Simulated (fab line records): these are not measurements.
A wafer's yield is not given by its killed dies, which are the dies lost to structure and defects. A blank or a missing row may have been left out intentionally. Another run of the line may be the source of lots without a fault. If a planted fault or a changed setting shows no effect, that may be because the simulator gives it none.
fab line records	flow nand_harc
record lots=24	wafers=72	last_day=34
route steps=1302 shown P_GATE@189 P_CONTACT@249 P_M0@279 P_M1@307 P_M2@330
lots that met no fault: taken from a fault-free run of the same line
start_h: start of the lot's first displayed wafer, in hours after the record's first day	wait_h: hours from the lot's prior step to this one	" as in the row above	L1.1+2: several wafers, shown together as one row	- no value, or no start given	* or withheld: withheld	< > ~ a bound
route shown NAME@n: a module of which the file shows steps, and the number in the route of the first	usual: average and standard deviation across the fault-free wafers	same: alike in all rows	chamber/n: place in a boat	sites: the reading at each site	_std_site: the standard deviation of these	_edge_site: the outer-site mean with the inner-site mean subtracted	radius_mm: for every site, how far away it sits from the centre of the wafer	mask NAME#n: copy n	behind: tool/chamber where the wafer was last shaped	hold: what put the lot on hold/how long, in hours/how the hold closed	device: whichever transistor did not switch (one of n, p or np)	end of line: tests run on the same wafers once the route is complete	a step given without rows: its recipe and nothing more	killed: not the wafer's yield, but the dies lost to structure and defects at the first sort	map: shows each die of a wafer: x if killed, . if not, _ if none is there
set.NAME: the setting the step ran with; set.NAME@STEP: the setting that earlier step ran with	model.NAME: the simulator's own value behind a step, which no gauge read
one table for each step of the route and one row for each wafer, over a sample of lots
services: the hour from which a tool's chamber was out of use, counted from the record's first day as start_h (under 0 if before that day), plus the number of hours and why
## steps
# step NHARC_P_GATE_STRIP_112
# recipe power_w=1500	temp_c=110	time_s=200	chemistry=N2/H2
# usual drypump_motor_current_A=6.02/0.14	heater_power_w=87/8.8	temp_c=110.01/0.13
lot.wafer	tool	chamber	start_h	wait_h	drypump_motor_current_A	heater_power_w	rf_hours_counter_h	temp_c
L074.1	plasma_asher-01	0	119.49	0.2	6.07	94	27	109.92
L074.4	"	1	"	"	6.11	91	-	110.04
L074.6	"	1	"	"	6.10	93	-	109.99
L075.3	plasma_asher-02	1	122.20	0.2	6.16	96	-	110.14
L075.5	"	1	"	"	6.16	94	-	110.06
L075.6	"	0	"	"	5.82	72	-	109.82
L076.3	plasma_asher-02	0	131.65	0.3	5.79	71	-	109.97
L076.5	"	1	"	"	6.11	91	-	109.92
L076.6	"	0	"	"	5.80	75	-	109.99
L078.4	plasma_asher-01	0	148.02	0.2	6.08	95	-	109.95
L078.6	"	1	"	"	6.14	91	-	110.12
L078.5	"	0	"	"	6.04	93	-	109.95
L077.2	plasma_asher-02	0	148.16	0.2	5.78	73	8	110.19
L077.3	"	1	"	"	6.14	94	-	110.01
L077.5	"	1	"	"	6.14	93	-	110.22
L079.1	plasma_asher-01	1	163.15	0.2	6.13	90	36	110.11
L079.2	"	0	"	"	6.06	92	36	109.92
L079.4	"	0	"	"	6.06	95	-	109.85
L080.1	plasma_asher-01	1	174.45	0.2	6.12	96	0	109.90
L080.3	"	0	"	"	6.07	90	-	110.05
L080.5	"	1	"	"	6.11	92	-	110.00
L081.2	plasma_asher-02	1	183.18	0.2	6.15	93	17	110.23
L081.1	"	0	"	"	5.80	73	17	110.08
L081.3	"	1	"	"	6.17	93	-	110.16
L082.1	plasma_asher-01	0	194.00	0.2	6.05	92	3	110.06
L082.3	"	1	"	"	6.12	93	-	110.18
L082.5	"	0	"	"	6.09	90	-	109.90
L083.2	plasma_asher-02	1	212.01	0.2	6.17	95	21	110.01
L083.6	"	0	"	"	5.81	76	-	110.10
L083.5	"	1	"	"	6.13	91	-	110.11
L084.3	plasma_asher-02	0	218.38	0.2	5.82	72	-	109.94
L084.4	"	1	"	"	6.10	94	-	109.95
L084.5	"	1	"	"	6.10	90	-	110.20
L085.4	plasma_asher-02	0	223.38	0.2	5.78	73	-	109.96
L085.3	"	1	"	"	6.11	95	-	110.18
L085.5	"	0	"	"	5.80	73	-	109.95
L086.2	plasma_asher-02	1	228.06	0.2	6.13	94	26	109.89
L086.6	"	0	"	"	5.82	74	-	110.06
L086.5	"	1	"	"	6.13	95	-	110.15
L087.1	plasma_asher-02	0	237.70	0.2	5.78	74	27	110.07
L087.2	"	1	"	"	6.10	91	27	110.07
L087.4	"	0	"	"	5.79	74	-	110.10
L089.2	plasma_asher-02	1	255.65	0.2	6.13	94	31	109.88
L089.3	"	1	"	"	6.14	93	-	109.80
L089.6	"	1	"	"	6.14	94	-	110.21
L088.4	plasma_asher-02	1	256.03	0.2	6.08	95	-	109.99
L088.3	"	0	"	"	5.83	74	-	110.25
L088.6	"	1	"	"	6.11	93	-	110.12
L090.2	plasma_asher-01	1	276.09	0.2	6.12	94	20	109.93
L090.1	"	0	"	"	6.07	89	20	110.17
L090.3	"	1	"	"	6.12	93	-	109.95
L091.2	plasma_asher-02	1	283.03	0.2	6.11	95	2	110.09
L091.1	"	0	"	"	5.83	72	2	109.94
L091.3	"	1	"	"	6.14	91	-	109.96
L092.1	plasma_asher-01	0	289.94	0.2	6.07	92	24	109.87
L092.2	"	1	"	"	6.12	94	24	109.96
L092.5	"	0	"	"	6.06	89	-	109.72
L093.1	plasma_asher-01	0	300.72	0.2	6.09	91	27	110.07
L093.2	"	1	"	"	6.12	93	27	110.21
L093.5	"	0	"	"	6.06	89	-	109.94
L094.1	plasma_asher-01	0	318.76	0.2	6.05	90	30	109.98
L094.3	"	0	"	"	6.07	89	-	109.94
L094.5	"	1	"	"	6.11	92	-	109.73
L095.2	plasma_asher-02	0	319.84	0.2	5.81	73	8	110.09
L095.1	"	1	"	"	6.13	92	8	110.10
L095.3	"	1	"	"	6.09	92	-	110.14
L096.1	plasma_asher-01	1	330.15	0.2	6.13	92	33	109.98
L096.3	"	1	"	"	6.13	93	-	109.76
L096.4	"	0	"	"	6.08	90	-	110.11
L097.2	plasma_asher-02	1	348.49	0.2	6.12	91	15	110.15
L097.6	"	1	"	"	6.14	93	-	110.24
L097.5	"	0	"	"	5.81	73	-	110.31
# step NHARC_P_CONTACT_CMP_24
# recipe t_overpolish_s=30	target_thk_nm=200
# usual edge_zone_pressure_frac=1.000/0.0046	motor_current_A=12.1/1.2	overpolish_run_s=30.001/0.0095	time_to_endpoint_s=39/3.5
lot.wafer	tool	chamber	start_h	wait_h	edge_zone_pressure_frac	motor_current_A	overpolish_run_s	time_to_endpoint_s
L074.1	cmp-04	2	128.25	0.6	0.995	12.6	30.009	45
L074.4	"	0	"	"	0.997	12.2	29.991	46
L074.6	"	2	"	"	1.001	13.9	30.003	45
L075.3	cmp-04	1	130.89	0.3	0.996	12.8	29.999	38
L075.5	"	1	"	"	0.999	12.7	30.009	37
L075.6	"	2	"	"	0.995	13.0	29.990	43
L076.3	cmp-04	0	140.29	0.4	1.002	13.0	30.012	44
L076.6	"	3	"	"	0.995	14.0	30.004	41
L076.5	"	0	"	"	1.002	12.3	30.006	45
L078.4	cmp-03	0	156.65	0.3	0.997	10.8	30.002	44
L078.6	"	3	"	"	0.998	12.4	29.989	42
L078.5	"	0	"	"	0.998	10.2	30.014	42
L077.2	cmp-04	3	157.06	0.6	0.998	14.1	29.997	40
L077.3	"	1	"	"	1.000	13.4	30.004	36
L077.5	"	0	"	"	0.993	12.7	30.015	42
L079.1	cmp-04	0	172.08	0.5	0.999	12.4	30.009	42
L079.2	"	2	"	"	0.998	13.3	29.984	39
L079.4	"	3	"	"	1.005	14.3	29.983	38
L080.3	cmp-04	1	183.49	0.4	1.011	13.3	29.997	36
L080.1	"	2	"	"	0.990	12.6	29.988	41
L080.5	"	0	"	"	1.002	13.0	29.998	40
L081.2	cmp-04	3	191.94	0.5	1.004	13.7	30.008	39
L081.1	"	0	"	"	1.000	12.6	29.990	39
L081.3	"	1	"	"	0.999	13.1	30.004	35
L082.3	cmp-03	0	203.07	0.3	0.996	10.3	30.009	39
L082.1	"	1	"	"	1.013	11.4	30.004	39
L082.5	"	3	"	"	1.004	12.1	29.986	40
L083.2	cmp-01	3	221.06	0.6	1.005	12.2	30.010	39
L083.6	"	2	"	"	1.001	10.9	30.011	31
L083.5	"	3	"	"	1.004	12.4	30.013	42
L084.4	cmp-01	1	227.02	0.3	1.002	10.9	29.999	42
L084.3	"	3	"	"	0.994	11.8	30.003	41
L084.5	"	1	"	"	1.000	10.2	29.996	39
L085.4	cmp-03	0	232.34	0.5	0.997	10.5	29.994	37
L085.3	"	3	"	"	1.006	12.7	29.993	38
L085.5	"	1	"	"	1.002	11.0	29.991	34
L086.2	cmp-01	1	237.39	0.9	1.000	11.3	29.997	40
L086.6	"	3	"	"	0.998	12.1	30.012	37
L086.5	"	0	"	"	0.995	10.7	29.986	39
L087.2	cmp-03	1	246.66	0.5	0.998	11.2	30.018	34
L087.1	"	3	"	"	0.991	12.8	30.007	40
L087.4	"	0	"	"	0.998	10.4	29.996	36
L089.2	cmp-04	1	264.62	0.6	0.999	13.8	30.016	37
L089.3	"	2	"	"	1.002	12.6	30.006	39
L089.6	"	0	"	"	1.001	12.1	29.997	41
L088.3	cmp-01	2	265.50	0.7	1.006	11.1	29.997	33
L088.4	"	3	"	"	1.001	11.3	29.994	38
L088.6	"	2	"	"	1.004	11.1	29.990	34
L090.2	cmp-01	2	284.82	0.5	0.991	11.0	29.993	31
L090.3	"	3	"	"	1.000	11.7	30.008	35
L090.1	"	1	"	"	0.998	10.5	30.015	36
L091.3	cmp-03	3	291.76	0.4	1.005	12.8	29.978	44
L091.2	"	0	"	"	1.005	10.0	30.007	39
L091.1	"	2	"	"	0.991	11.1	29.993	40
L092.2	cmp-04	1	298.65	0.6	0.999	13.1	29.988	37
L092.1	"	2	"	"	0.996	12.7	29.988	41
L092.5	"	3	"	"	1.001	14.8	30.005	40
L093.2	cmp-01	2	309.47	0.5	1.009	11.0	29.989	31
L093.1	"	0	"	"	1.004	11.2	29.996	43
L093.5	"	3	"	"	1.000	12.7	30.004	40
L094.3	cmp-01	1	327.34	0.3	0.992	10.8	30.001	39
L094.1	"	3	"	"	1.002	12.5	29.989	38
L094.5	"	1	"	"	0.995	11.0	29.994	38
L095.3	cmp-03	1	328.46	0.4	1.003	11.1	29.990	36
L095.1	"	2	"	"	1.000	10.1	29.993	38
L095.2	"	3	"	"	1.005	12.4	30.007	38
L096.4	cmp-04	0	338.91	0.3	1.006	12.4	30.000	44
L096.3	"	1	"	"	1.002	12.9	29.990	37
L096.1	"	3	"	"	1.005	14.4	30.019	42
L097.2	cmp-01	2	357.56	0.5	0.988	10.9	30.007	32
L097.5	"	2	"	"	0.996	12.0	30.005	31
L097.6	"	3	"	"	0.997	12.1	29.997	39
# step NHARC_P_M0_THK_MEAS_24
# recipe thk_meas_gauge=xrf
# usual thk_nm=117.8/1.9
lot.wafer	tool	chamber	start_h	wait_h	thk_nm
L074.1	film_metro-02	-	132.05	-	117.5
L074.4	"	-	"	"	118.9
L074.6	"	-	"	"	117.2
L075.3	film_metro-01	-	134.72	-	121.4
L075.5	"	-	"	"	122.3
L075.6	"	-	"	"	118.4
L076.3	film_metro-01	-	144.12	-	117.2
L076.5	"	-	"	"	118.8
L076.6	"	-	"	"	118.0
L078.4	film_metro-02	-	160.70	-	118.4
L078.5	"	-	"	"	117.4
L078.6	"	-	"	"	117.5
L077.2	film_metro-01	-	161.18	-	117.9
L077.3	"	-	"	"	117.6
L077.5	"	-	"	"	115.9
L079.1	film_metro-02	-	175.93	-	116.8
L079.2	"	-	"	"	120.0
L079.4	"	-	"	"	118.5
L080.1	film_metro-01	-	187.17	-	118.0
L080.3	"	-	"	"	117.1
L080.5	"	-	"	"	118.8
L081.1	film_metro-02	-	195.72	-	117.4
L081.2	"	-	"	"	112.7
L081.3	"	-	"	"	114.9
L082.1	film_metro-02	-	207.01	-	119.9
L082.3	"	-	"	"	112.0
L082.5	"	-	"	"	115.6
L083.2	film_metro-01	-	224.87	-	120.1
L083.5	"	-	"	"	118.0
L083.6	"	-	"	"	116.3
L084.3	film_metro-01	-	230.84	-	119.1
L084.4	"	-	"	"	118.3
L084.5	"	-	"	"	117.6
L085.3	film_metro-02	-	236.41	-	120.2
L085.4	"	-	"	"	118.6
L085.5	"	-	"	"	117.2
L086.2	film_metro-01	-	241.02	-	116.3
L086.5	"	-	"	"	117.8
L086.6	"	-	"	"	117.1
L087.1	film_metro-01	-	250.52	-	119.2
L087.2	"	-	"	"	119.0
L087.4	"	-	"	"	118.4
L089.2	film_metro-01	-	268.28	-	119.8
L089.3	"	-	"	"	117.7
L089.6	"	-	"	"	118.5
L088.3	film_metro-02	-	269.28	-	118.6
L088.4	"	-	"	"	117.4
L088.6	"	-	"	"	117.7
L090.1	film_metro-02	-	288.52	-	117.7
L090.2	"	-	"	"	117.3
L090.3	"	-	"	"	119.8
L091.1	film_metro-01	-	295.58	-	117.0
L091.2	"	-	"	"	114.7
L091.3	"	-	"	"	113.0
L092.1	film_metro-01	-	302.48	-	113.9
L092.2	"	-	"	"	117.0
L092.5	"	-	"	"	118.2
L093.1	film_metro-01	-	313.18	-	116.9
L093.2	"	-	"	"	118.4
L093.5	"	-	"	"	117.9
L094.1	film_metro-01	-	331.07	-	118.0
L094.3	"	-	"	"	116.7
L094.5	"	-	"	"	117.4
L095.1	film_metro-02	-	332.28	-	118.6
L095.2	"	-	"	"	116.8
L095.3	"	-	"	"	117.8
L096.1	film_metro-02	-	342.58	-	119.3
L096.3	"	-	"	"	115.1
L096.4	"	-	"	"	119.5
L097.2	film_metro-01	-	361.53	-	120.6
L097.5	"	-	"	"	119.3
L097.6	"	-	"	"	118.6
# step NHARC_P_M1_PVD_20
# recipe target_thk_a=50	bias_v=168.6	power_w=15000	chamber_pressure_pa=0.12	time_s=8.06	substrate_temp_c=50	material=TaN
# usual throttle_valve_pct=30.4/0.97
lot.wafer	tool	chamber	start_h	wait_h	throttle_valve_pct
L074.1	pvd_sputter-01	-	-	-	30.3
L074.4	"	-	"	"	30.2
L074.6	"	-	"	"	31.2
L075.3	pvd_sputter-01	-	-	-	30.3
L075.5	"	-	"	"	29.9
L075.6	"	-	"	"	30.4
L076.3	pvd_sputter-01	-	-	-	30.1
L076.6	"	-	"	"	30.0
L076.5	"	-	"	"	30.5
L078.4	pvd_sputter-01	-	-	-	28.7
L078.6	"	-	"	"	28.7
L078.5	"	-	"	"	31.1
L077.2	pvd_sputter-02	-	-	-	31.9
L077.3	"	-	"	"	29.2
L077.5	"	-	"	"	30.9
L079.2	pvd_sputter-02	-	-	-	30.7
L079.1	"	-	"	"	31.7
L079.4	"	-	"	"	29.1
L080.1	pvd_sputter-01	-	-	-	29.9
L080.3	"	-	"	"	30.1
L080.5	"	-	"	"	29.7
L081.2	pvd_sputter-02	-	-	-	32.0
L081.1	"	-	"	"	29.4
L081.3	"	-	"	"	30.9
L082.1	pvd_sputter-01	-	-	-	30.1
L082.3	"	-	"	"	30.9
L082.5	"	-	"	"	30.2
L083.2	pvd_sputter-02	-	-	-	32.1
L083.6	"	-	"	"	32.2
L083.5	"	-	"	"	29.5
L084.3	pvd_sputter-02	-	-	-	29.3
L084.4	"	-	"	"	30.9
L084.5	"	-	"	"	29.5
L085.3	pvd_sputter-02	-	-	-	32.3
L085.4	"	-	"	"	30.7
L085.5	"	-	"	"	32.1
L086.2	pvd_sputter-03	-	-	-	30.5
L086.6	"	-	"	"	31.1
L086.5	"	-	"	"	30.8
L087.4	pvd_sputter-02	-	-	-	31.8
L087.1	"	-	"	"	29.6
L087.2	"	-	"	"	30.9
L089.2	pvd_sputter-03	-	-	-	31.3
L089.3	"	-	"	"	29.3
L089.6	"	-	"	"	31.3
L088.4	pvd_sputter-01	-	-	-	30.6
L088.3	"	-	"	"	29.5
L088.6	"	-	"	"	30.9
L090.1	pvd_sputter-03	-	-	-	31.3
L090.2	"	-	"	"	31.2
L090.3	"	-	"	"	30.6
L091.3	pvd_sputter-03	-	-	-	29.2
L091.1	"	-	"	"	31.4
L091.2	"	-	"	"	30.7
L092.1	pvd_sputter-03	-	-	-	29.4
L092.2	"	-	"	"	31.3
L092.5	"	-	"	"	31.1
L093.1	pvd_sputter-02	-	-	-	30.9
L093.2	"	-	"	"	31.1
L093.5	"	-	"	"	29.0
L094.3	pvd_sputter-01	-	-	-	29.6
L094.1	"	-	"	"	29.0
L094.5	"	-	"	"	31.1
L095.3	pvd_sputter-03	-	-	-	30.9
L095.1	"	-	"	"	29.1
L095.2	"	-	"	"	31.0
L096.4	pvd_sputter-01	-	-	-	29.1
L096.1	"	-	"	"	30.7
L096.3	"	-	"	"	29.4
L097.2	pvd_sputter-03	-	-	-	29.1
L097.6	"	-	"	"	29.1
L097.5	"	-	"	"	31.4
# step NHARC_P_M1_PVD_21
# recipe target_thk_a=300	chamber_pressure_pa=5	power_w=5000	substrate_temp_c=30	time_s=20.49	material=Cu
# usual throttle_valve_pct=30.3/0.96
lot.wafer	tool	chamber	start_h	wait_h	throttle_valve_pct
L074.4	pvd_sputter-01	-	-	-	28.7
L074.1	"	-	"	"	30.9
L074.6	"	-	"	"	28.7
L075.3	pvd_sputter-01	-	-	-	31.0
L075.6	"	-	"	"	31.1
L075.5	"	-	"	"	30.0
L076.3	pvd_sputter-01	-	-	-	30.0
L076.5	"	-	"	"	30.2
L076.6	"	-	"	"	29.0
L078.4	pvd_sputter-01	-	-	-	31.2
L078.5	"	-	"	"	30.3
L078.6	"	-	"	"	29.0
L077.2	pvd_sputter-02	-	-	-	32.1
L077.3	"	-	"	"	30.6
L077.5	"	-	"	"	31.9
L079.4	pvd_sputter-02	-	-	-	30.9
L079.1	"	-	"	"	32.1
L079.2	"	-	"	"	29.7
L080.1	pvd_sputter-01	-	-	-	29.9
L080.3	"	-	"	"	29.8
L080.5	"	-	"	"	28.9
L081.2	pvd_sputter-02	-	-	-	29.5
L081.1	"	-	"	"	29.4
L081.3	"	-	"	"	30.9
L082.1	pvd_sputter-01	-	-	-	28.8
L082.3	"	-	"	"	30.9
L082.5	"	-	"	"	29.9
L083.2	pvd_sputter-02	-	-	-	29.6
L083.5	"	-	"	"	32.0
L083.6	"	-	"	"	29.5
L084.3	pvd_sputter-02	-	-	-	30.7
L084.4	"	-	"	"	32.0
L084.5	"	-	"	"	29.3
L085.4	pvd_sputter-02	-	-	-	30.9
L085.3	"	-	"	"	29.2
L085.5	"	-	"	"	29.2
L086.2	pvd_sputter-03	-	-	-	29.5
L086.5	"	-	"	"	31.2
L086.6	"	-	"	"	31.2
L087.4	pvd_sputter-02	-	-	-	30.7
L087.1	"	-	"	"	32.1
L087.2	"	-	"	"	29.2
L089.3	pvd_sputter-03	-	-	-	30.9
L089.2	"	-	"	"	31.3
L089.6	"	-	"	"	30.7
L088.3	pvd_sputter-01	-	-	-	29.3
L088.4	"	-	"	"	30.7
L088.6	"	-	"	"	29.5
L090.1	pvd_sputter-03	-	-	-	31.5
L090.3	"	-	"	"	30.8
L090.2	"	-	"	"	29.3
L091.1	pvd_sputter-03	-	-	-	29.2
L091.3	"	-	"	"	31.5
L091.2	"	-	"	"	31.0
L092.1	pvd_sputter-03	-	-	-	31.5
L092.2	"	-	"	"	30.9
L092.5	"	-	"	"	31.3
L093.1	pvd_sputter-02	-	-	-	30.2
L093.2	"	-	"	"	29.6
L093.5	"	-	"	"	31.1
L094.1	pvd_sputter-01	-	-	-	29.3
L094.3	"	-	"	"	29.3
L094.5	"	-	"	"	29.4
L095.2	pvd_sputter-03	-	-	-	31.0
L095.3	"	-	"	"	31.2
L095.1	"	-	"	"	31.0
L096.3	pvd_sputter-01	-	-	-	29.7
L096.1	"	-	"	"	30.5
L096.4	"	-	"	"	29.5
L097.2	pvd_sputter-03	-	-	-	29.4
L097.6	"	-	"	"	31.2
L097.5	"	-	"	"	31.7
# step NHARC_P_M2_INSPECT_11
# usual raw_defect_count=4.6/2.6
lot.wafer	tool	chamber	start_h	wait_h	raw_defect_count
L074.1	defect_inspect-01	-	137.74	0.0	4
L074.4	"	-	"	"	3
L074.6	"	-	"	"	2
L075.3	defect_inspect-02	-	140.42	0.0	7
L075.5	"	-	"	"	2
L075.6	"	-	"	"	3
L076.3	defect_inspect-01	-	150.28	0.0	0
L076.5	"	-	"	"	7
L076.6	"	-	"	"	5
L078.4	defect_inspect-01	-	166.56	0.0	12
L078.5	"	-	"	"	12
L078.6	"	-	"	"	10
L077.2	defect_inspect-01	-	167.04	0.0	5
L077.3	"	-	"	"	4
L077.5	"	-	"	"	6
L079.1	defect_inspect-01	-	182.15	0.0	6
L079.2	"	-	"	"	5
L079.4	"	-	"	"	5
L080.1	defect_inspect-01	-	193.61	0.0	3
L080.3	"	-	"	"	7
L080.5	"	-	"	"	3
L081.1	defect_inspect-02	-	201.52	0.0	3
L081.2	"	-	"	"	3
L081.3	"	-	"	"	5
L082.1	defect_inspect-02	-	212.71	0.0	2
L082.3	"	-	"	"	8
L082.5	"	-	"	"	5
L083.2	defect_inspect-02	-	230.69	0.0	1
L083.5	"	-	"	"	3
L083.6	"	-	"	"	6
L084.3	defect_inspect-02	-	236.53	0.0	2
L084.4	"	-	"	"	6
L084.5	"	-	"	"	1
L085.3	defect_inspect-02	-	242.02	0.0	2
L085.4	"	-	"	"	5
L085.5	"	-	"	"	4
L086.2	defect_inspect-01	-	246.86	0.0	4
L086.5	"	-	"	"	7
L086.6	"	-	"	"	1
L087.1	defect_inspect-01	-	256.23	0.0	3
L087.2	"	-	"	"	7
L087.4	"	-	"	"	4
L089.2	defect_inspect-01	-	273.96	0.0	10
L089.3	"	-	"	"	9
L089.6	"	-	"	"	10
L088.3	defect_inspect-01	-	275.10	0.0	4
L088.4	"	-	"	"	3
L088.6	"	-	"	"	5
L090.1	defect_inspect-01	-	294.25	0.0	3
L090.2	"	-	"	"	5
L090.3	"	-	"	"	4
L091.1	defect_inspect-01	-	301.38	0.0	6
L091.2	"	-	"	"	5
L091.3	"	-	"	"	3
L092.1	defect_inspect-02	-	308.19	0.0	1
L092.2	"	-	"	"	1
L092.5	"	-	"	"	3
L093.1	defect_inspect-01	-	318.80	0.0	2
L093.2	"	-	"	"	3
L093.5	"	-	"	"	4
L094.1	defect_inspect-02	-	336.76	0.0	6
L094.3	"	-	"	"	5
L094.5	"	-	"	"	11
L095.1	defect_inspect-01	-	337.99	0.0	7
L095.2	"	-	"	"	1
L095.3	"	-	"	"	2
L096.1	defect_inspect-01	-	348.15	0.0	3
L096.3	"	-	"	"	5
L096.4	"	-	"	"	4
L097.2	defect_inspect-01	-	367.23	0.0	1
L097.5	"	-	"	"	3
L097.6	"	-	"	"	4
## services
tool	chamber	start_h	hours	kind
pvd_sputter-02	-	104.00	10.0	pm
cmp-04	-	111.16	4.0	pm
pvd_sputter-01	-	132.29	1.2	repair
pvd_sputter-03	-	141.66	11.8	repair
plasma_asher-01	-	165.00	9.0	pm
pvd_sputter-01	-	166.44	7.9	repair
pvd_sputter-03	-	170.00	10.0	pm
pvd_sputter-02	-	195.39	2.0	repair
cmp-04	-	209.16	4.0	pm
pvd_sputter-02	-	217.84	1.8	repair
pvd_sputter-02	-	220.78	1.4	repair
pvd_sputter-01	-	226.04	10.0	pm
pvd_sputter-02	-	229.21	1.2	repair
pvd_sputter-03	-	250.41	9.1	repair
plasma_asher-02	-	270.84	9.0	pm
pvd_sputter-02	-	271.34	6.3	repair
plasma_asher-01	-	279.12	4.4	repair
pvd_sputter-02	-	282.00	10.0	pm
plasma_asher-02	-	289.20	6.4	repair
cmp-04	-	307.16	4.0	pm
plasma_asher-02	-	317.74	1.0	repair
plasma_asher-01	-	342.00	9.0	pm
pvd_sputter-03	-	348.00	10.0	pm
cmp-04	-	349.63	0.3	repair
## key
fault none
